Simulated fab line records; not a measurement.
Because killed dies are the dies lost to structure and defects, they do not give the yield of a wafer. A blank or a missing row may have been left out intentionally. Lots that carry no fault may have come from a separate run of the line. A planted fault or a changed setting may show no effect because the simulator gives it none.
The same fault as seen by 2 desks	flow n5-finfet	each desk holds nothing but its own numbers, with what lay behind them at the end

== THE DEFECT DESK ==
Counts from the inspections along the route, per lot, as means over the sampled wafers that have a number. Marked OUT: a lot whose mean sits more than 4 standard deviations from the usual mean, which makes it out of limits; the brackets give that distance.
Columns: A = raw-defect-count at N5_FIN_SAQP_INSPECT_18, usual 426
lot	first seen here	A
L541	day 2 11:22	431
L544	day 3 05:01	388
L549	day 4 10:32	408
L559	day 6 21:46	421
L560	day 7 03:34	411
L561	day 7 10:47	407
Result from this desk: across the 6 lots, nothing is out of limits.

== AT THE METROLOGY DESK ==
Means of the sampled wafers that have a number, per lot and without regard to the tool the lot ran on: this is what the gauges read. Marked OUT: a lot whose mean sits more than 4 standard deviations from the usual mean, which makes it out of limits; the brackets give that distance. Shown here are 7 of its 12 readings, the ones lying furthest out on some lot.
Columns: A = FIN_CORE_OVL at N5_FIN_SAQP_OVL_MEAS_17, usual -0.2 nm; B = DIBL_N at N5_BEOL_M4_RC_MEAS_101, usual 36.1 mV/V; C = DIBL_P at N5_BEOL_M4_RC_MEAS_101, usual 36 mV/V; D = IOFF_N at N5_BEOL_M4_RC_MEAS_101, usual 0.16 nA/um; E = IOFF_P at N5_BEOL_M4_RC_MEAS_101, usual 0.20 nA/um; F = VT_N at N5_BEOL_M4_RC_MEAS_101, usual 251 mV; G = VT_P at N5_BEOL_M4_RC_MEAS_101, usual -252 mV
lot	first seen here	A	B	C	D	E	F	G
L541	day 2 11:17	-1.5	37.0	34	0.17	0.20	252	-253
L544	day 3 04:58	0.4	32.4	32	0.10	0.16	258	-253
L549	day 4 10:28	-0.5	37.2	37	0.18	0.23	250	-248
L559	day 6 21:42	0.5	35.5	34	0.16	0.21	250	-248
L560	day 7 03:31	-0.4	38.2	39	0.19	0.28	250	-243
L561	day 7 10:43	-0.6	36.9	37	0.15	0.24	251	-249
Result from this desk: across the 6 lots, nothing is out of limits.

== BROUGHT TOGETHER ==
Nothing out of limits was seen by the defect desk.
Nothing out of limits was seen by the metrology desk.

== WHAT THE SIMULATOR HAD INSERTED ==
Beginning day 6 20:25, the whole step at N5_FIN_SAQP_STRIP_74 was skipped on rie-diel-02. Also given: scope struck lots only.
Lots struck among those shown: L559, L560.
